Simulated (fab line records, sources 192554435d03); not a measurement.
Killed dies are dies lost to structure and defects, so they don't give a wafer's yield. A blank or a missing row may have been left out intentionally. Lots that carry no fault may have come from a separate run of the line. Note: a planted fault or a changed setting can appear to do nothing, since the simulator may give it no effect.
Chamber matching / flow n5-finfet / N5_BEOL_M15_ILD_DEP_00 on pecvd-03 has 3 sister chambers
The step deposits SiO2 from TEOS/O2, target thk 1629.3 nm, time 346.1 s. 3 wafers are shown with their chamber, then 7 later ones without.

WAFERS PAIRED WITH THEIR CHAMBERS
wafer=L085.5; chamber=0; throttle-valve-pct (%)=18.2
wafer=L087.4; chamber=1; throttle-valve-pct (%)=19.9
wafer=L087.5; chamber=2; throttle-valve-pct (%)=18.6

WAFERS WHOSE CHAMBER IS MISSING
wafer=L087.6; throttle-valve-pct (%)=18.0
wafer=L089.2; throttle-valve-pct (%)=18.0
wafer=L089.3; throttle-valve-pct (%)=18.8
wafer=L089.6; throttle-valve-pct (%)=20.0
wafer=L093.1; throttle-valve-pct (%)=18.0
wafer=L093.3; throttle-valve-pct (%)=18.8
wafer=L093.4; throttle-valve-pct (%)=18.2

EACH ONE'S CHAMBER
wafer=L087.6; from the rows above=0; in truth=0
wafer=L089.2; from the rows above=0; in truth=0
wafer=L089.3; from the rows above=2; in truth=2
wafer=L089.6; from the rows above=1; in truth=1
wafer=L093.1; from the rows above=0; in truth=0
wafer=L093.3; from the rows above=2; in truth=2
wafer=L093.4; from the rows above=0; in truth=0
Correctly placed: 7 of 7. Number that these rows cannot place: 0. 0 placed wrongly.
How it was worked out, from the rows above alone: a wafer's distance from a chamber is the root of the sum, over the readings, of the square of ((its reading less the chamber's mean) divided by the reading's scatter). If the next closest chamber is less than 2 further off than the closest, the wafer can't be placed; otherwise it belongs to the closest. For every chamber, the mean is computed from those of its wafers that are shown. The scatter: with one shown wafer a chamber, the root of the mean of the squares of how far each hidden wafer lies from its nearest shown one.
